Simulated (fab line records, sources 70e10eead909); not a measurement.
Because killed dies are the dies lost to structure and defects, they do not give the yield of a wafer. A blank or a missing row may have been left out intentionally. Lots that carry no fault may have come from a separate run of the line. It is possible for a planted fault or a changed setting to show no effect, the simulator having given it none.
Matching of chambers | flow nand_harc | NHARC_A_STAIRCASE_ETCH_225 on rie_diel-01: 4 sister chambers
The step etches the open film in C4F8/O2, target depth 100 nm, time 40.5 s. 8 wafers are shown with their chamber, then 7 later ones without.

WAFERS PAIRED WITH THEIR CHAMBERS
wafer  | chamber | rf_vpp_V (V) | bias_w (W)
L937.4 | 1       | 899          | 1000.8
L949.1 | 2       | 894          | 998.2
L949.3 | 1       | 897          | 1001.8
L951.1 | 3       | 898          | 1003.0
L951.2 | 0       | 901          | 996.4
L951.5 | 0       | 904          | 993.7
L950.1 | 2       | 893          | 1001.1
L950.4 | 3       | 898          | 1002.4

WAFERS MISSING THEIR CHAMBER
wafer  | rf_vpp_V (V) | bias_w (W)
L950.6 | 899          | 999.8
L953.1 | 897          | 999.2
L953.3 | 896          | 999.9
L953.6 | 903          | 1001.7
L957.3 | 899          | 998.5
L957.4 | 903          | 1006.0
L957.6 | 897          | 996.0

WHICH CHAMBER EACH ONE RAN IN
wafer  | from the rows above               | in truth
L950.6 | can't be placed: 1 or 3           | 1
L953.1 | can't be placed: 1 or 3 or 2      | 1
L953.3 | can't be placed: 1 or 2 or 3      | 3
L953.6 | can't be placed: 1 or 3 or 0      | 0
L957.3 | can't be placed: 1 or 3 or 0      | 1
L957.4 | can't be placed: 3 or 1           | 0
L957.6 | can't be placed: 2 or 1 or 0 or 3 | 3
Placed correctly: 0 of 7. From these rows, 7 cannot be placed; in 6 the true chamber is one of the candidates. 0 placed wrongly.
How it was worked out, from the rows above alone: a wafer's distance from a chamber is the root of the sum, over the readings, of the square of ((its reading less the chamber's mean) divided by the reading's scatter). If the next closest chamber is less than 2 further off than the closest, the wafer can't be placed; otherwise it belongs to the closest. A chamber's mean is the mean of its shown wafers. The scatter: the root of (the sum of the squares of (reading less its chamber's mean) over the shown wafers, divided by (wafers less chambers)).
